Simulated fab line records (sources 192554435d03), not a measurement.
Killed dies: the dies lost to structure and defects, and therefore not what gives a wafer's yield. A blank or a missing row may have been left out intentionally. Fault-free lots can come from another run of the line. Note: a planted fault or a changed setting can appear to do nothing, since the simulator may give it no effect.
fab line records	flow n5-finfet
record lots=11	wafers=33	last-day=17
route steps=1938 shown BEOL_M5@1171 BEOL_M15@1814 MIM_TOP_LITHO@1850 PASSIVATION@1936
lots with no fault: from the same line, run without faults
start-h: start of the lot's first displayed wafer, in hours after the record's first day	wait-h: hours since the lot's step before	" identical to the entry in the row above	L1.1+2: a single row standing in for several wafers	- either no value or no given start	* or withheld: withheld	< > ~ a bound
route shown NAME@n: names a module that has steps shown in the file, with the first one's number in the route	usual: mean and standard deviation over wafers with no fault	same: alike in all rows	chamber/n: place in a boat	sites: each site's reading	_std_site: standard deviation of those values	_edge_site: mean of outer sites minus mean of inner sites	radius-mm: for every site, how far away it sits from the centre of the wafer	mask NAME#n: copy n	behind: the tool/chamber that last shaped the wafer	hold: reason for holding the lot/hours on hold/outcome of the hold	device: transistor that didn't switch, given as n, p or np	end of line: at the end of the route, the tests of the same wafers	for a step that has no rows: nothing shown but its recipe	killed: not the wafer's yield, but the dies lost to structure and defects at the first sort	map: shows each die of a wafer: x if killed, . if not, _ if none is there
set.NAME: the run value of the setting; set.NAME@STEP: its run value at that earlier step	model.NAME: the simulator's own value behind a step, which no gauge read
one table for each step of the route and one row for each wafer, over a sample of lots
services: when a tool's chamber went out of use (start-h, in hours from the record's first day, below 0 if earlier), for how many hours, and the reason
## steps
# step N5_BEOL_M5_PRE_CLEAN_45
# recipe gas=H2/He	time-s=30	temp-c=250
# usual heater-power-w=314/32
lot.wafer	tool	chamber	start-h	wait-h	heater-power-w
L446.1	pvd-sputter-03	-	176.59	0.0	327
L446.2	"	-	"	"	308
L446.4	"	-	"	"	347
L449.1	pvd-sputter-01	-	184.68	0.0	276
L449.3	"	-	"	"	313
L449.5	"	-	"	"	352
L448.2	pvd-sputter-02	-	188.52	0.0	313
L448.3	"	-	"	"	277
L448.4	"	-	"	"	291
L447.1	pvd-sputter-03	-	188.64	0.0	302
L447.3	"	-	"	"	323
L447.5	"	-	"	"	308
L451.2	pvd-sputter-02	-	204.13	0.0	295
L451.4	"	-	"	"	280
L451.5	"	-	"	"	284
L454.2	pvd-sputter-03	-	214.61	0.0	326
L454.4	"	-	"	"	344
L454.6	"	-	"	"	350
L453.1	pvd-sputter-02	-	218.28	0.0	385
L453.4	"	-	"	"	282
L453.6	"	-	"	"	283
L460.1	pvd-sputter-03	-	255.77	0.0	326
L460.3	"	-	"	"	323
L460.4	"	-	"	"	348
L463.1	pvd-sputter-01	-	275.64	0.0	351
L463.2	"	-	"	"	272
L463.5	"	-	"	"	343
L462.1	pvd-sputter-03	-	276.48	0.0	336
L462.4	"	-	"	"	342
L462.5	"	-	"	"	297
L468.2	pvd-sputter-01	-	321.71	0.0	311
L468.4	"	-	"	"	260
L468.5	"	-	"	"	266
# step N5_BEOL_M15_ETCH_38
# recipe chemistry=CF4/N2	target=SiCN	target-depth-a=1064	taper-deg=2	time-s=120.5	ion-energy-ev=150	mask-material=SiO2	pressure-mtorr=40	source-w=430	bias-w=70	Ar_flow_sccm=100	cf4-flow-sccm=60	n2-flow-sccm=60
# usual drypump-motor-current-A=5.86/0.22	oes-product-au=0.78/0.087	rf-vpp-V=382.2/2.3	showerhead-plenum-p-Torr=2.21/0.087	throttle-valve-pct=15.54/0.24
lot.wafer	tool	chamber	start-h	wait-h	drypump-motor-current-A	oes-product-au	rf-hours-counter-h	rf-vpp-V	showerhead-plenum-p-Torr	throttle-valve-pct
L446.1	rie-diel-04	0	-	-	5.56	0.72	207	379.8	2.11	15.60
L446.2	"	2	"	"	5.63	0.88	16	386.4	2.35	15.11
L446.4	"	1	"	"	6.00	0.82	97	380.4	2.14	15.22
L449.1	rie-diel-03	3	-	-	5.78	0.91	23	386.0	2.34	15.12
L449.3	"	1	"	"	5.60	0.73	202	379.8	2.12	15.66
L449.5	"	1	"	"	5.62	0.74	-	380.6	2.12	15.67
L447.1	rie-diel-03	0	-	-	6.29	0.71	208	382.4	2.18	15.75
L447.3	"	1	"	"	5.59	0.73	202	377.3	2.12	15.66
L447.5	"	1	"	"	5.59	0.72	-	377.8	2.12	15.67
L448.2	rie-diel-04	0	-	-	5.54	0.72	207	381.1	2.11	15.60
L448.3	"	3	"	"	6.20	0.72	203	380.8	2.19	15.79
L448.4	"	2	"	"	5.61	0.86	25	386.7	2.35	15.15
L451.2	rie-diel-03	3	-	-	5.75	0.90	26	384.9	2.34	15.11
L451.4	"	1	"	"	5.59	0.72	205	381.0	2.12	15.68
L451.5	"	3	"	"	5.75	0.91	-	386.7	2.34	15.12
L454.2	rie-diel-03	0	-	-	6.27	0.70	214	381.9	2.18	15.78
L454.4	"	3	"	"	5.74	0.89	30	386.1	2.34	15.13
L454.6	"	3	"	"	5.77	0.90	-	385.7	2.34	15.13
L453.1	rie-diel-05	3	-	-	6.02	0.72	188	379.1	2.11	15.72
L453.4	"	2	"	"	5.82	0.83	-	385.4	2.33	15.60
L453.6	"	3	"	"	6.02	0.72	-	379.8	2.11	15.72
L460.1	rie-diel-05	3	-	-	5.97	0.70	198	380.6	2.10	15.73
L460.3	"	0	"	"	5.80	0.91	19	381.5	2.16	15.46
L460.4	"	2	"	"	5.80	0.82	104	385.0	2.33	15.62
L462.1	rie-diel-04	1	-	-	6.04	0.79	129	381.3	2.13	15.29
L462.4	"	2	"	"	5.61	0.82	-	384.8	2.34	15.19
L462.5	"	3	"	"	6.22	0.70	-	383.2	2.18	15.89
L463.1	rie-diel-03	2	-	-	5.72	0.71	213	383.2	2.26	15.64
L463.2	"	1	"	"	5.57	0.71	232	379.9	2.11	15.72
L463.5	"	2	"	"	5.71	0.71	-	383.5	2.26	15.62
L468.2	rie-diel-03	0	-	-	6.24	0.69	245	381.6	2.17	15.82
L468.4	"	3	"	"	5.80	0.87	59	386.7	2.33	15.19
L468.5	"	3	"	"	5.80	0.86	-	385.4	2.33	15.19
# step N5_BEOL_M15_DEGAS_41
# recipe ambient=vacuum	temp-c=300	time-s=60
# usual heater-power-w=440/44
lot.wafer	tool	chamber	start-h	wait-h	heater-power-w
L446.1	pvd-sputter-02	-	248.02	0.3	413
L446.2	"	-	"	"	398
L446.4	"	-	"	"	446
L449.1	pvd-sputter-01	-	267.96	0.6	420
L449.3	"	-	"	"	394
L449.5	"	-	"	"	376
L447.1	pvd-sputter-03	-	269.44	0.4	484
L447.3	"	-	"	"	470
L447.5	"	-	"	"	427
L448.2	pvd-sputter-03	-	269.84	0.7	432
L448.3	"	-	"	"	477
L448.4	"	-	"	"	456
L451.2	pvd-sputter-01	-	275.84	0.5	433
L451.4	"	-	"	"	379
L451.5	"	-	"	"	483
L454.2	pvd-sputter-01	-	286.00	0.5	437
L454.4	"	-	"	"	488
L454.6	"	-	"	"	394
L453.1	pvd-sputter-03	-	294.65	0.0	430
L453.4	"	-	"	"	422
L453.6	"	-	"	"	428
L460.1	pvd-sputter-02	-	339.07	0.5	389
L460.3	"	-	"	"	449
L460.4	"	-	"	"	538
L462.1	pvd-sputter-01	-	362.60	0.3	390
L462.4	"	-	"	"	478
L462.5	"	-	"	"	394
L463.1	pvd-sputter-01	-	375.83	0.1	439
L463.2	"	-	"	"	377
L463.5	"	-	"	"	374
L468.2	pvd-sputter-02	-	392.46	0.3	386
L468.4	"	-	"	"	407
L468.5	"	-	"	"	389
# step N5_MIM_TOP_LITHO_DESCUM_10
# recipe chemistry=O2	time-s=7.9	source-power-w=50	bias-power-w=20	pressure-mtorr=20	rf-frequency-hz=2.712e+07	temp-c=40	o2-flow-sccm=225
# usual drypump-motor-current-A=5.7/0.48	oes-product-au=0.82/0.066	rf-vpp-V=243.0/1.6	showerhead-plenum-p-Torr=2.08/0.079	throttle-valve-pct=20.38/0.22
lot.wafer	tool	chamber	start-h	wait-h	drypump-motor-current-A	oes-product-au	rf-hours-counter-h	rf-vpp-V	showerhead-plenum-p-Torr	throttle-valve-pct
L446.1	rie-diel-06	1	254.09	0.1	6.3	0.89	39	243.3	2.04	20.15
L446.2	"	2	"	"	5.5	0.69	232	244.3	2.15	20.92
L446.4	"	0	"	"	5.7	0.82	81	246.7	2.22	20.28
L449.1	rie-diel-02	3	272.84	0.0	6.1	0.89	41	242.6	2.03	20.34
L449.3	"	2	"	"	5.8	0.84	57	245.2	2.13	20.33
L449.5	"	0	"	"	5.5	0.83	-	246.7	2.22	20.46
L447.1	rie-diel-02	2	275.67	0.1	5.7	0.84	57	243.1	2.13	20.34
L447.3	"	3	"	"	6.1	0.89	42	241.4	2.03	20.35
L447.5	"	0	"	"	5.5	0.83	-	245.9	2.22	20.45
L448.2	rie-diel-01	3	275.78	0.0	5.4	0.86	61	241.0	2.02	20.21
L448.3	"	2	"	"	6.2	0.88	43	243.1	2.12	20.27
L448.4	"	1	"	"	5.0	0.70	214	243.0	2.01	21.13
L451.2	rie-diel-02	3	282.50	0.2	6.1	0.88	44	242.1	2.03	20.34
L451.4	"	1	"	"	6.3	0.75	189	242.9	2.01	20.36
L451.5	"	2	"	"	5.8	0.85	-	244.5	2.13	20.35
L454.2	rie-diel-02	1	291.53	0.0	6.4	0.74	193	242.6	2.01	20.36
L454.4	"	3	"	"	6.1	0.87	47	243.3	2.03	20.37
L454.6	"	1	"	"	6.3	0.74	-	241.5	2.01	20.37
L453.1	rie-diel-02	3	298.54	0.0	6.1	0.88	49	242.5	2.03	20.36
L453.4	"	0	"	"	5.6	0.83	84	246.2	2.22	20.46
L453.6	"	3	"	"	6.1	0.86	-	242.9	2.03	20.36
L460.1	rie-diel-02	0	343.95	0.3	5.5	0.81	95	245.3	2.21	20.47
L460.3	"	3	"	"	6.1	0.85	62	241.9	2.02	20.38
L460.4	"	3	"	"	6.2	0.86	-	242.5	2.02	20.38
L462.1	rie-diel-01	0	367.35	0.0	4.7	0.93	17	241.1	2.03	19.94
L462.4	"	1	"	"	5.0	0.67	248	242.3	2.00	21.20
L462.5	"	0	"	"	4.7	0.93	-	241.5	2.03	19.95
L463.1	rie-diel-01	2	381.67	0.4	6.2	0.83	82	242.3	2.11	20.33
L463.2	"	0	"	"	4.7	0.90	24	243.8	2.03	19.95
L463.5	"	2	"	"	6.2	0.83	-	243.4	2.11	20.33
L468.2	rie-diel-02	0	399.56	0.0	5.5	0.78	114	244.6	2.21	20.48
L468.4	"	2	"	"	5.8	0.80	94	244.8	2.11	20.40
L468.5	"	3	"	"	6.1	0.83	-	244.1	2.02	20.40
# step N5_PASSIVATION_PROBE_49
# usual defect-limited-yield=91.0/1.5	killed_at_M0_to_M3=34/11	killed_at_M4_up=14/5.3	killed-at-contacts=13/7	killed-at-front-end=41/13	killed-at-other=4/3.1	killed-dies=106/17	killed-open=70/12	killed-short=35/8	sort_bin_5_function=5.2/0.98	sort_bin_6_memory=3.4/0.69	sort-n-pass=1074/17	sort-yield-pct=91.0/1.5
# same gross-dies=1180	killed-at-back-side=0	sort_bin_4_leakage[%]=0	sort_bin_8_speed[%]=0
lot.wafer	tool	chamber	start-h	wait-h	defect-limited-yield[%]	killed_at_M0_to_M3	killed_at_M4_up	killed-at-contacts	killed-at-front-end	killed-at-other	killed-dies	killed-open	killed-short	sort_bin_5_function[%]	sort_bin_6_memory[%]	sort-n-pass	sort-yield-pct[%]
L460.1	prober-01	-	353.06	0.0	79.4	25	159	31	27	1	243	72	24	12.2	5.0	937	79.4
L460.3	prober-01	-	353.16	0.1	80.7	23	169	7	25	4	228	50	28	11.6	3.6	952	80.7
L460.4	prober-01	-	353.21	0.2	81.3	37	124	8	52	0	221	81	38	11.3	4.1	959	81.3
L462.1	prober-02	-	377.16	0.0	78.7	40	145	13	51	2	251	72	43	13.1	4.8	929	78.7
L462.4	prober-02	-	377.31	0.2	83.0	37	105	19	37	3	201	64	39	10.3	4.2	979	83.0
L462.5	prober-02	-	377.36	0.2	83.1	37	112	25	23	2	199	64	30	9.9	4.2	981	83.1
# killed by level:class
L460.1 BEOL_M5:unspecified=144 MOL_CONTACT_COAG:geometric-particle:open=25 BEOL_M4:geometric-particle:open=10 BEOL_M2:geometric-particle:open=8 MOL_CONTACT_COAG:geometric-particle:short=6 BEOL_M3:geometric-particle:open=6 ILD0:geometric-particle:short=5 BEOL_M0_SAQP:geometric-particle:open=4
L460.3 BEOL_M5:unspecified=142 BEOL_M4:geometric-particle:open=16 FIN_SAQP:geometric-particle:open=8 MOL_CONTACT_COAG:geometric-particle:open=5 HKMG_FIN:area-etch=5 BEOL_M0_SAQP:geometric-particle:short=4 BEOL_M0_SAQP:geometric-particle:open=4 BEOL_M2:geometric-particle:short=4
L460.4 BEOL_M5:unspecified=100 FIN_SAQP:geometric-particle:open=19 BEOL_M4:geometric-particle:open=13 STI_FIN_REVEAL:geometric-particle:open=7 MOL_CONTACT_COAG:geometric-particle:open=7 BEOL_M0:geometric-particle:short=7 BEOL_M2:geometric-particle:open=7 DUMMY_GATE:geometric-particle:open=6
L462.1 BEOL_M5:unspecified=134 STI_FIN_REVEAL:geometric-particle:open=12 BEOL_M2:geometric-particle:open=12 FIN_SAQP:geometric-particle:short=11 MOL_CONTACT_COAG:geometric-particle:open=11 BEOL_M2:geometric-particle:short=6 BEOL_M3:geometric-particle:open=6 BEOL_M0_SAQP:geometric-particle:open=5
L462.4 BEOL_M5:unspecified=97 FIN_SAQP:geometric-particle:short=12 MOL_CONTACT_COAG:geometric-particle:open=11 BEOL_M2:geometric-particle:open=9 BEOL_M3:geometric-particle:open=9 MOL_CONTACT_COAG:geometric-particle:short=8 BEOL_M0_SAQP:geometric-particle:open=7 FIN_SAQP:geometric-particle:open=6
L462.5 BEOL_M5:unspecified=104 MOL_CONTACT_COAG:geometric-particle:open=19 BEOL_M3:geometric-particle:open=8 MOL_CONTACT_COAG:geometric-particle:short=6 BEOL_M2:geometric-particle:open=6 FIN_SAQP:geometric-particle:open=5 BEOL_M0:geometric-particle:open=5 DUMMY_GATE:geometric-particle:open=4
## services
tool	chamber	start-h	hours	kind
pvd-sputter-02	-	153.89	1.6	repair
rie-diel-05	2	156.09	5.9	repair
rie-diel-02	1	158.46	5.5	repair
rie-diel-03	-	158.81	0.4	repair
rie-diel-04	-	234.11	1.7	repair
rie-diel-02	2	235.45	2.4	repair
rie-diel-01	3	246.14	18.9	repair
rie-diel-04	0	248.92	19.3	repair
rie-diel-05	-	261.73	0.6	repair
rie-diel-05	-	266.08	0.8	repair
rie-diel-04	1	276.61	5.4	repair
rie-diel-04	-	281.45	0.4	repair
rie-diel-04	1	283.72	16.7	repair
pvd-sputter-02	-	288.44	40.3	repair
rie-diel-05	1	290.76	9.6	repair
rie-diel-01	2	299.37	5.1	repair
rie-diel-01	-	311.59	0.2	repair
rie-diel-03	1	318.53	5.0	repair
rie-diel-04	0	325.47	51.5	repair
rie-diel-04	-	336.74	2.8	pm
rie-diel-02	2	343.93	4.8	repair
rie-diel-02	2	363.16	1.3	repair
pvd-sputter-01	-	365.77	7.8	repair
rie-diel-02	1	369.34	9.8	repair
## key
first-sign step=N5_PASSIVATION_PROBE_49	reading=killed_at_M4_up	direction=up	sigmas=23	usual=14	struck=136
effect step=N5_PASSIVATION_PROBE_49	reading=defect-limited-yield	direction=down	sigmas=6.8	usual=91.0	struck=81.0
more-kills-born-at N5_BEOL_M5_PRE_CLEAN_45@pvd-sputter-03=721
met-at N5_BEOL_M5_PRE_CLEAN_45
struck-lots L460,L462
not-acting-at N5_BEOL_M15_ETCH_38,N5_BEOL_M15_DEGAS_41,N5_MIM_TOP_LITHO_DESCUM_10
onset-between 214.61 255.77
fault kind=chamber-particle-source	tool=pvd-sputter-03	chamber=-	onset-h=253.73	steps=N5_BEOL_M5_PRE_CLEAN_45	rate-per-visit-cm2=1.4137	end-h=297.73
